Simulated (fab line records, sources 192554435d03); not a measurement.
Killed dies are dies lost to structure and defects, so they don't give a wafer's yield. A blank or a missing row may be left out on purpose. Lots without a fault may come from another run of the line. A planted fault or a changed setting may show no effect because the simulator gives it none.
fab line records | flow n5_finfet
record lots=4 wafers=12 last_day=18
route steps=1938 shown HKMG_FIN@436 GATE_CUT@465 BEOL_M4@1111 PASSIVATION@1936
lots that met no fault: from a run of the same line without faults
start_h: hours from the record's first day to the start of the lot's first wafer shown | wait_h: hours since the lot's step before | " the same as in the row above | L1.1+2: a row that stands for several wafers | - no value, or no start given | * or withheld: withheld | < > ~ a bound
route shown NAME@n: a module of which the file shows steps, and the number in the route of the first | usual: mean/standard deviation of fault-free wafers | same: alike in all rows | chamber/n: place in a boat | sites: the reading at each site | _std_site: their standard deviation | _edge_site: outer sites' mean less inner sites' | radius_mm: how far each site lies from the wafer's centre | mask NAME#n: copy n | behind: the tool/chamber that last shaped the wafer | hold: why the lot was held/for how many hours/how that ended | device: the transistor (n, p or np) that didn't switch | end of line: the same wafers' tests at the end of the route | a step without rows: its recipe alone | killed: dies lost to structure and defects at the first sort, not the wafer's yield | map: a wafer's dies, x killed, . not, _ none there
set.NAME: the setting as run; set.NAME@STEP: as run at that earlier step | model.NAME: the simulator's own value behind a step, which no gauge read
lots at some steps of the route; a table a step, a row a wafer
services: from which hour (start_h, from the record's first day; less than 0 if before it) a tool's chamber was out of use, for how many hours, and why
## steps
# step N5_HKMG_FIN_STRIP_33
# recipe chemistry=N2/H2 temp_c=40 n2_flow_sccm=200 h2_flow_sccm=200 rf_frequency_hz=6e+07
# step N5_HKMG_FIN_STRIP_34
# recipe chemistry=CF4 resist=SiARC power_w=300 bias_power_w=75 pressure_mtorr=50 cf4_flow_sccm=150 rf_frequency_hz=6e+07
# step N5_HKMG_FIN_ETCH_35
# recipe chemistry=N2/H2 target=SOC target_depth_a=2158 ion_energy_ev=65 bias_w=5 source_w=3000 time_s=243.4 pressure_mtorr=30 n2_flow_sccm=200 h2_flow_sccm=200
# step N5_HKMG_FIN_STRIP_92
# recipe chemistry=N2/H2 material=SOC time_s=20 power_w=500 temp_c=40 pressure_mtorr=50 rf_frequency_hz=6e+07 bias_power_w=8 h2_frac=0.5 n2_flow_sccm=300 h2_flow_sccm=300
# step N5_HKMG_FIN_WET_ETCH_18
# recipe chemistry=SC1 target=TiN mix=1:1:5 temp_c=* time_s=55 target_depth_nm=5.2 dry=ipa_marangoni rinse_time_s=30 rinse_temp_c=23
# step N5_HKMG_FIN_STRIP_19
# recipe chemistry=N2/H2 power_w=2500 temp_c=300 h2_frac=0.65 time_s=360 pressure_mtorr=withheld n2_flow_sccm=1750 h2_flow_sccm=3250
# step N5_HKMG_FIN_ALD_91
# recipe material=TiN target_thk_a=10 temp_c=400 ald_precursor_family=TiCl4 ald_co_reactant=NH3 pulse_time_s=1 purge_time_s=3 co_reactant_purge_time_s=2 co_reactant_pulse_time_s=2 ald_cycles=47 pressure_torr=3
# step N5_HKMG_FIN_COAT_85
# recipe resist=SOC temp_c=250 time_s=60 spin_rpm=1500 resist_thk_nm=300
# step N5_HKMG_FIN_ETCH_86
# recipe chemistry=N2/H2 target=SOC target_depth_a=3932 stop_on=TiN ion_energy_ev=100 bias_w=61 pressure_mtorr=30 source_w=850 n2_flow_sccm=200 h2_flow_sccm=200
# step N5_HKMG_FIN_STRIP_89
# recipe chemistry=N2/H2 material=SOC time_s=20 power_w=500 temp_c=40 pressure_mtorr=50 rf_frequency_hz=6e+07 bias_power_w=8 h2_frac=0.5 n2_flow_sccm=300 h2_flow_sccm=300
# step N5_HKMG_FIN_WET_ETCH_87
# recipe chemistry=SC1 target=TiN mix=1:2:40 temp_c=50 time_s=154.2 target_depth_nm=4.7 dry=ipa_marangoni rinse_time_s=30 rinse_temp_c=23
# step N5_HKMG_FIN_STRIP_88
# recipe chemistry=N2/H2 power_w=2500 temp_c=300 h2_frac=0.65 time_s=360 pressure_mtorr=withheld n2_flow_sccm=1750 h2_flow_sccm=3250
# step N5_HKMG_FIN_NWFM_ALD_20
# recipe material=TiAlC target_thk_a=20 temp_c=300 ald_precursor_family=TiCl4 ald_co_reactant=TEA pulse_time_s=3 purge_time_s=2 co_reactant_purge_time_s=2 co_reactant_pulse_time_s=10 ald_cycles=7 pressure_torr=3
# usual ald_cycles=7/0 heater_power_w=489/34 precursor_pulse_height_rel=0.998/0.018 susceptor_temp_C=300.00/0.19
# columns lot.wafer tool chamber start_h wait_h ald_cycles heater_power_w precursor_pulse_height_rel susceptor_temp_C
L437.2 ald_metal-04 3 99.77 0.3 7 450 0.990 300.13
L437.4 " 0 " " 7 516 0.977 300.05
L437.5 " 1 " " 7 540 0.966 299.94
L443.1 ald_metal-04 3 140.85 0.3 6 455 1.037 -
L443.3 " 1 " " 6 544 1.021 -
L443.5 " 1 " " 6 550 0.979 -
L444.1 ald_metal-04 2 144.70 0.3 6 500 0.961 -
L444.2 " 1 " " 6 526 0.993 -
L444.6 " 0 " " 6 495 0.965 -
L454.1 ald_metal-03 1 218.97 0.3 7 497 0.998 300.38
L454.5 " 0 " " 7 445 1.005 300.24
L454.6 " 3 " " 7 492 0.974 300.00
# step N5_HKMG_FIN_ALD_71
# recipe material=TiN target_thk_a=10 temp_c=400 ald_precursor_family=TiCl4 ald_co_reactant=NH3 pulse_time_s=1 purge_time_s=3 co_reactant_purge_time_s=2 co_reactant_pulse_time_s=2 ald_cycles=47 pressure_torr=3
# step N5_HKMG_FIN_COAT_66
# recipe resist=SOC temp_c=250 time_s=60 spin_rpm=1500 resist_thk_nm=300
# step N5_HKMG_FIN_ETCH_67
# recipe chemistry=N2/H2 target=SOC target_depth_a=3889 stop_on=TiN ion_energy_ev=100 bias_w=61 pressure_mtorr=30 source_w=850 n2_flow_sccm=200 h2_flow_sccm=200
# step N5_HKMG_FIN_STRIP_90
# recipe chemistry=N2/H2 material=SOC time_s=20 power_w=500 temp_c=40 pressure_mtorr=50 rf_frequency_hz=6e+07 bias_power_w=8 h2_frac=0.5 n2_flow_sccm=300 h2_flow_sccm=300
# step N5_HKMG_FIN_WET_ETCH_73
# recipe chemistry=SC1 mix=1:2:40 temp_c=50 time_s=42.3 target_depth_nm=1.3 dry=ipa_marangoni rinse_time_s=30 rinse_temp_c=23
# step N5_HKMG_FIN_ETCHBACK_68
# recipe chemistry=Cl2/Ar stop_on=HfO2 target_depth_a=5 pressure_mtorr=10 icp_w=600 bias_w=60 Cl2_flow_sccm=40 Ar_flow_sccm=60
# step N5_HKMG_FIN_STRIP_69
# recipe chemistry=N2/H2 power_w=2500 temp_c=300 h2_frac=0.65 time_s=360 pressure_mtorr=withheld n2_flow_sccm=1750 h2_flow_sccm=3250
# step N5_HKMG_FIN_ALD_21
# recipe material=TiN target_thk_a=15 temp_c=400 ald_precursor_family=TiCl4 ald_co_reactant=NH3 pulse_time_s=1 purge_time_s=3 co_reactant_purge_time_s=2 co_reactant_pulse_time_s=2 ald_cycles=68 pressure_torr=3
# step N5_HKMG_FIN_ALD_72
# recipe material=W target_thk_a=20 temp_c=300 pressure_torr=7.5 ald_precursor_family=WF6 ald_co_reactant=B2H6 pulse_time_s=1 purge_time_s=2 co_reactant_purge_time_s=2 co_reactant_pulse_time_s=3 ald_cycles=7
# step N5_HKMG_FIN_W_FILL_22
# recipe material=W target_thk_a=600 temp_c=400 pressure_torr=39.4 time_s=18.2
# step N5_HKMG_FIN_PRECLEAN_83
# recipe chemistry=DIW time_s=57.5 temp_c=23
# step N5_HKMG_FIN_SRD_84
# recipe dry_time_s=32 dry=n2_spin spin_rpm=1500
# step N5_HKMG_FIN_CMP_23
# recipe stop_on=SiNx t_overpolish_s=10 post_cmp_clean=rinse_only down_force_psi=4 platen_rpm=50.289 pad_velocity_m_s=1.0006 target_thk_nm=46.326
# step N5_HKMG_FIN_CMP_94
# recipe stop_on=SiNx post_cmp_clean=w_dilute_nh4oh t_overpolish_s=4.7 down_force_psi=4 platen_rpm=50.289 pad_velocity_m_s=1.0006 target_thk_nm=43.299
# step N5_GATE_CUT_ETCHBACK_00
# recipe chemistry=SF6/Cl2 target=W pressure_mtorr=8 icp_w=900 bias_w=80 SF6_flow_sccm=40 Cl2_flow_sccm=60
# step N5_GATE_CUT_ETCH_56
# recipe chemistry=Cl2/Ar target=TiN target_depth_a=216 pressure_mtorr=10 icp_w=600 bias_w=60 Cl2_flow_sccm=40 Ar_flow_sccm=60
# step N5_GATE_CUT_ETCHBACK_30
# recipe chemistry=Cl2/Ar target=TiN target_depth_a=30 mode=isotropic pressure_mtorr=10 icp_w=600 bias_w=60 Cl2_flow_sccm=40 Ar_flow_sccm=60
# step N5_GATE_CUT_VAPOR_ETCH_60
# recipe chemistry=BCl3/Cl2 target=HfO2 mode=isotropic
# step N5_GATE_CUT_ETCH_58
# recipe chemistry=CH3F/O2 target=SiNx target_depth_a=170 time_s=128.6 ion_energy_ev=50 pressure_mtorr=30 source_w=415 bias_w=21 Ar_flow_sccm=150 CH3F_flow_sccm=30 O2_flow_sccm=20
# step N5_GATE_CUT_STRIP_59
# recipe chemistry=N2/H2 time_s=20 power_w=100 temp_c=40 pressure_mtorr=100 rf_frequency_hz=6e+07 bias_power_w=3 n2_flow_sccm=300 h2_flow_sccm=300
# step N5_GATE_CUT_PRECLEAN_31
# recipe temp_c=23 chemistry=DIW time_s=300
# step N5_GATE_CUT_SRD_32
# recipe time_s=30 temp_c=23 rinse_liquid=diw dry=ipa_marangoni
# step N5_GATE_CUT_SAC_CAP_01
# recipe material=SiNx target_thk_a=240 temp_c=400 ald_precursor_family=SiH2I2 ald_co_reactant=N2/H2-plasma pulse_time_s=1 ald_cycles=480 purge_time_s=2 co_reactant_purge_time_s=2 pressure_torr=2
# step N5_GATE_CUT_PECVD_57
# recipe material=SiNx target_thk_a=210 temp_c=400 precursor=SiH4/NH3/N2 pressure_torr=1.5 rf_w=300
# step N5_GATE_CUT_CMP_02
# recipe stop_on=SiO2 t_overpolish_s=12.7 post_cmp_clean=alkaline_brush down_force_psi=2.5 platen_rpm=51.8 pad_velocity_m_s=1.0307 target_thk_nm=0
# step N5_GATE_CUT_HM_DEP_46
# recipe material=SiO2 target_thk_a=1300 temp_c=400 precursor=TEOS/O2 pressure_torr=6.5 rf_w=900 teos_flow_sccm=161.4 gas=O2 flow_sccm=2650 time_s=26.6
# step N5_BEOL_M4_RC_MEAS_101
# usual DIBL_N=37.2/2.1 DIBL_P=37.3/2.3 IOFF_N=0.18/0.041 IOFF_N_85C=3.4/0.65 IOFF_N_LIN=0.080/0.014 IOFF_N_LONG=5.5e-05/1.9e-06 IOFF_P=0.24/0.042 IOFF_P_LONG=0.000108/8e-06 ION_N=680/13 ION_P=466/7.7 SS_N=71.8/0.68 SS_P=73.5/0.66 VT_N=249/3.6 VT_N_LONG=275.2/1.7 VT_N_LVT=97/3.7 VT_P=-248/3.4 VT_P_LONG=-275.0/2.9
# columns lot.wafer tool chamber start_h wait_h DIBL_N[mV/V] DIBL_P[mV/V] IOFF_N[nA/um] IOFF_N_85C[nA/um] IOFF_N_LIN[nA/um] IOFF_N_LONG[nA/um] IOFF_P[nA/um] IOFF_P_LONG[nA/um] ION_N[uA/um] ION_P[uA/um] SS_N[mV/dec] SS_P[mV/dec] VT_N[mV] VT_N_LONG[mV] VT_N_LVT[mV] VT_P[mV] VT_P_LONG[mV]
L437.2 prober-02 0 202.41 0.2 35.6 31.9 0.12 2.3 0.059 5.62e-05 0.15 0.000105 661 453 71.6 72.6 255 274.6 101 -252 -279.6
L437.4 " 0 " " 34.7 31.6 0.12 2.3 0.059 5.54e-05 0.15 0.000102 659 453 71.1 72.2 252 275.0 99 -253 -276.6
L437.5 " 0 " " 34.7 31.7 0.11 2.3 0.057 5.53e-05 0.15 0.000101 661 455 71.2 72.2 255 275.8 101 -254 -276.1
L444.1 prober-01 0 229.21 0.2 38.3 37.2 0.09 1.9 0.039 3.54e-05 0.29 0.000123 636 476 71.4 73.2 267 296.9 116 -240 -271.0
L444.2 " 0 " " 38.0 35.8 0.07 1.6 0.033 3.64e-05 0.24 0.000125 626 469 71.5 73.0 274 296.2 121 -243 -269.2
L444.6 " 0 " " 38.4 35.9 0.07 1.5 0.032 3.57e-05 0.24 0.000125 616 461 71.1 72.9 274 297.9 122 -245 -267.7
L443.1 prober-02 0 232.34 0.0 36.4 36.4 0.07 1.7 0.036 3.44e-05 0.31 0.00014 620 477 70.7 73.4 271 297.8 121 -238 -266.9
L443.3 " 0 " " 38.1 37.9 0.10 2.0 0.042 3.56e-05 0.35 0.000135 636 478 71.7 74.1 268 295.4 119 -237 -266.4
L443.5 " 0 " " 37.6 37.0 0.09 2.0 0.041 3.49e-05 0.33 0.000136 639 481 71.3 72.9 267 297.5 117 -237 -262.2
L454.1 prober-02 0 333.14 0.0 36.8 36.7 0.17 3.3 0.076 5.61e-05 0.21 0.000112 680 462 72.4 73.4 250 272.8 96 -252 -273.9
L454.5 " 0 " " 35.1 36.1 0.15 3.0 0.071 5.67e-05 0.20 0.000112 685 466 71.2 74.2 249 272.5 97 -252 -274.5
L454.6 " 0 " " 37.7 37.5 0.19 3.5 0.084 5.7e-05 0.22 0.000101 685 460 72.2 73.7 248 273.4 95 -251 -274.3
# step N5_PASSIVATION_PROBE_49
# usual defect_limited_yield=91.0/1.6 killed_at_M0_to_M3=35/11 killed_at_M4_up=14/5.3 killed_at_contacts=13/6.7 killed_at_front_end=41/12 killed_at_other=3.9/2.7 killed_dies=106/19 killed_open=70/14 killed_short=35/8.8 sort_bin_5_function=5.3/1 sort_bin_6_memory=3.3/0.81 sort_bin_8_speed=0.00/0.0072 sort_n_pass=1073/19 sort_yield_pct=91.0/1.6
# same gross_dies=1180 killed_at_back_side=0 sort_bin_4_leakage[%]=0
# columns lot.wafer tool chamber start_h wait_h defect_limited_yield[%] killed_at_M0_to_M3 killed_at_M4_up killed_at_contacts killed_at_front_end killed_at_other killed_dies killed_open killed_short sort_bin_5_function[%] sort_bin_6_memory[%] sort_bin_8_speed[%] sort_n_pass sort_yield_pct[%]
L437.2 prober-01 - 319.08 0.1 93.9 20 23 11 17 1 72 47 23 3.6 2.3 0 1108 93.9
L437.4 prober-01 - 319.18 0.2 91.5 31 20 13 34 2 100 58 38 4.9 3.4 0 1080 91.5
L437.5 prober-01 - 319.23 0.2 94.6 16 14 10 20 4 64 39 21 3.1 2.2 0 1116 94.6
L443.1 prober-01 - 339.96 0.0 91.9 41 15 0 36 4 96 67 27 5.0 3.1 26.53 771 65.3
L443.3 prober-01 - 340.06 0.1 89.7 58 12 6 41 4 121 85 35 6.8 3.2 1.19 1045 88.6
L443.5 prober-01 - 340.16 0.2 94.9 19 13 6 20 2 60 39 19 3.6 1.5 2.46 1091 92.5
L444.1 prober-01 - 343.75 0.0 90.3 35 11 26 36 7 115 79 34 5.6 4.0 4.15 1016 86.1
L444.2 prober-01 - 343.80 0.1 90.2 62 6 11 30 7 116 72 42 4.7 4.6 19.92 829 70.3
L444.6 prober-01 - 344.00 0.3 89.2 47 8 23 49 0 127 82 35 6.3 3.5 57.80 371 31.4
L454.1 prober-01 - 442.32 0.0 91.9 26 20 17 24 9 96 65 28 4.7 3.0 0 1084 91.9
L454.5 prober-01 - 442.52 0.2 90.2 35 22 12 46 1 116 86 28 5.3 4.1 0 1064 90.2
L454.6 prober-01 - 442.57 0.3 88.9 53 20 10 47 1 131 91 38 6.4 4.2 0 1049 88.9
# killed by level:class
L437.2 BEOL_M4:geometric_particle:open=10 MOL_CONTACT_COAG:geometric_particle:open=6 BEOL_M0_SAQP:geometric_particle:open=6 MOL_CONTACT_COAG:geometric_particle:short=5 BEOL_M0_SAQP:geometric_particle:short=5 FIN_SAQP:geometric_particle:open=4 BEOL_M1:geometric_particle:open=4 FIN_SAQP:geometric_particle:short=3
L437.4 BEOL_M0_SAQP:geometric_particle:open=11 MOL_CONTACT_COAG:geometric_particle:open=9 BEOL_M4:geometric_particle:open=8 STI_FIN_REVEAL:geometric_particle:open=7 FIN_SAQP:geometric_particle:short=6 BEOL_M2:geometric_particle:open=6 MOL_CONTACT_COAG:geometric_particle:short=4 STI_FIN_REVEAL:geometric_particle:short=3
L437.5 MOL_CONTACT_COAG:geometric_particle:open=6 BEOL_M4:geometric_particle:open=6 BEOL_M0_SAQP:geometric_particle:short=5 GATE_CUT:geometric_particle:open=4 MOL_CONTACT_COAG:geometric_particle:short=4 BEOL_M3:geometric_particle:open=4 FIN_SAQP:geometric_particle:short=2 STI_FIN_REVEAL:geometric_particle:short=2
L443.1 FIN_SAQP:geometric_particle:open=17 BEOL_M3:geometric_particle:open=10 BEOL_M0_SAQP:geometric_particle:short=9 BEOL_M0_SAQP:geometric_particle:open=8 BEOL_M4:geometric_particle:open=7 BEOL_M2:geometric_particle:open=5 GATE_CUT:geometric_particle:short=4 FIN_SAQP:geometric_particle:short=3
L443.3 FIN_SAQP:geometric_particle:open=20 BEOL_M0_SAQP:geometric_particle:open=20 BEOL_M0_SAQP:geometric_particle:short=16 BEOL_M1:geometric_particle:open=7 BEOL_M3:geometric_particle:open=6 MOL_CONTACT_COAG:geometric_particle:open=5 FIN_SAQP:geometric_particle:short=4 DUMMY_GATE:geometric_particle:open=3
L443.5 BEOL_M2:geometric_particle:open=5 BEOL_M3:geometric_particle:open=5 MOL_CONTACT_COAG:geometric_particle:open=4 BEOL_M4:geometric_particle:open=4 FIN_SAQP:geometric_particle:short=3 FIN_SAQP:geometric_particle:open=3 STI_FIN_REVEAL:geometric_particle:open=3 GATE_CUT:geometric_particle:short=3
L444.1 MOL_CONTACT_COAG:geometric_particle:open=20 BEOL_M2:geometric_particle:open=14 FIN_SAQP:geometric_particle:short=7 FIN_SAQP:geometric_particle:open=7 BEOL_M3:geometric_particle:open=7 MOL_CONTACT_COAG:geometric_particle:short=6 BEOL_M1:geometric_particle:open=6 DUMMY_GATE:geometric_particle:open=5
L444.2 BEOL_M2:geometric_particle:open=16 BEOL_M1:geometric_particle:open=10 BEOL_M3:geometric_particle:open=9 BEOL_M2:geometric_particle:short=8 FIN_SAQP:geometric_particle:open=7 MOL_CONTACT_COAG:geometric_particle:open=7 STI_FIN_REVEAL:geometric_particle:open=6 BEOL_M0_SAQP:geometric_particle:short=6
L444.6 MOL_CONTACT_COAG:geometric_particle:open=21 STI_FIN_REVEAL:geometric_particle:open=14 BEOL_M2:geometric_particle:open=9 FIN_SAQP:geometric_particle:short=8 BEOL_M3:geometric_particle:open=8 BEOL_M0_SAQP:geometric_particle:open=8 BEOL_M0_SAQP:geometric_particle:short=8 HKMG_FIN:area_etch=8
L454.1 MOL_CONTACT_COAG:geometric_particle:open=15 BEOL_M4:geometric_particle:open=11 BEOL_M0_SAQP:geometric_particle:open=8 FIN_SAQP:geometric_particle:short=6 BEOL_M3:geometric_particle:open=5 BEOL_M1:geometric_particle:open=4 FIN_SAQP:geometric_particle:open=3 DUMMY_GATE:geometric_particle:open=3
L454.5 BEOL_M4:geometric_particle:open=13 FIN_SAQP:geometric_particle:short=11 MOL_CONTACT_COAG:geometric_particle:open=11 STI_FIN_REVEAL:geometric_particle:open=8 BEOL_M2:geometric_particle:open=8 BEOL_M0_SAQP:geometric_particle:open=8 FIN_SAQP:geometric_particle:open=7 BEOL_M1:geometric_particle:open=7
L454.6 BEOL_M3:geometric_particle:open=15 STI_FIN_REVEAL:geometric_particle:open=13 BEOL_M1:geometric_particle:open=12 BEOL_M4:geometric_particle:open=10 BEOL_M2:geometric_particle:open=8 BEOL_M0_SAQP:geometric_particle:short=7 FIN_SAQP:geometric_particle:short=6 DUMMY_GATE:geometric_particle:open=5
# map L443.3 (x killed, . not)
_________________..x.........________________
______________.....x......x....x_____________
___________.......x................__________
__________........................x._________
________.........x.............x......_______
_______............x..........x..x..x..______
______.x..x.x......x.................x.._____
_____...............xx...................____
____.....x..x..........x....x.............___
___...x..x..x....xxx............xx........x__
___xx.................x....x...............__
__..x..x.x.....x......x......x.xx......xxx.._
__x.....x.........x...............x.x..x...._
_.....x......x.......xx........x...x.........
_xx......x...x..............................x
_.......x..........x...........x..........x.x
_.....x........xx.........x...xx.........x...
_................................x...........
_x................x......................x...
_x................x...x.x.......x............
_....x.................x....x.....x..x......x
__..............x..............x......x....._
__.........x........................x......._
___......................x...........x.....__
___........x..xx.......x...................__
____....x.........x.......................___
_____.....x..x....x.x....................____
______...............x.................._____
_______...............x............x...______
________.......xx..x...x.............._______
__________..................x......._________
___________................xx....x.__________
______________.................._____________
_________________.....x.....x________________
# map L444.6 (x killed, . not)
_________________............________________
______________..........xx......_____________
___________..x.....................__________
__________................x.x.x....._________
________x....x......x.x.....x......x.._______
_______............x.....x....xxxx.....______
______...........x..........x..........x_____
_____...x...................x.........xxx____
____......x......x........................___
___..........x.............x..x............__
___...........x....x....x..................__
__.x.......x.x..x.x......xx................._
__.x...x..x............x..........x.......x._
_............x........x....x...............x.
_.............x..x.x...x..................x..
_x...x..x.................x.......x.....x....
_x...............x...........x...............
_.....................................x.x....
_........x..x.x.............x...x..x.........
_.....x...x....................x.............
_x...........x..........x.......x..x.x.x.....
__........x.x.x..x........x................._
__x..x.....x...x............................_
___.....................xx.xx...........x..__
___.............x....x.....................__
____..x..x...xxx.........x................___
_____........x.....x...................x.____
______...........................x....x._____
_______......x..x.........x....xx....x.______
________.........x...................._______
__________.....x..x................._________
___________..x.................x...__________
______________xx..............x._____________
_________________.....x...xx.________________
## services
# columns tool chamber start_h hours kind
ald_metal-03 1 133.61 13.1 repair
ald_metal-03 0 139.45 19.2 repair
## key
first_sign step=N5_HKMG_FIN_NWFM_ALD_20 reading=ald_cycles direction=down sigmas=99+ usual=* struck=*
effect step=N5_BEOL_M4_RC_MEAS_101 reading=VT_N_LONG direction=up sigmas=13 usual=275.2 struck=297.0
effect step=N5_BEOL_M4_RC_MEAS_101 reading=IOFF_N_LONG direction=down sigmas=10 usual=5.5e-05 struck=3.54e-05
effect step=N5_BEOL_M4_RC_MEAS_101 reading=VT_N_LVT direction=up sigmas=6.1 usual=97 struck=119
effect step=N5_BEOL_M4_RC_MEAS_101 reading=VT_N direction=up sigmas=6 usual=249 struck=270
effect step=N5_BEOL_M4_RC_MEAS_101 reading=ION_N direction=down sigmas=4 usual=680 struck=629
effect step=N5_BEOL_M4_RC_MEAS_101 reading=IOFF_N_LIN direction=down sigmas=3 usual=0.080 struck=0.037
effect step=N5_BEOL_M4_RC_MEAS_101 reading=IOFF_P_LONG direction=up sigmas=2.8 usual=0.000108 struck=0.000131
effect step=N5_BEOL_M4_RC_MEAS_101 reading=VT_P_LONG direction=up sigmas=2.7 usual=-275.0 struck=-267.2
effect step=N5_BEOL_M4_RC_MEAS_101 reading=IOFF_N_85C direction=down sigmas=2.5 usual=3.4 struck=1.8
effect step=N5_BEOL_M4_RC_MEAS_101 reading=VT_P direction=up sigmas=2.4 usual=-248 struck=-240
effect step=N5_BEOL_M4_RC_MEAS_101 reading=IOFF_N direction=down sigmas=2.4 usual=0.18 struck=0.08
effect step=N5_PASSIVATION_PROBE_49 reading=sort_bin_8_speed direction=up sigmas=99+ usual=0.00 struck=18.67
met_at N5_HKMG_FIN_NWFM_ALD_20
struck_wafers L443.1,L443.3,L443.5,L444.1,L444.2,L444.6
onset_between 99.77 140.85
fault kind=process_parameter_drift tool=ald_metal-04 chamber=- onset_h=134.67 steps=N5_HKMG_FIN_NWFM_ALD_20 channel=ald_cycles offset=* shape=step end_h=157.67 acts_in=* stated=*
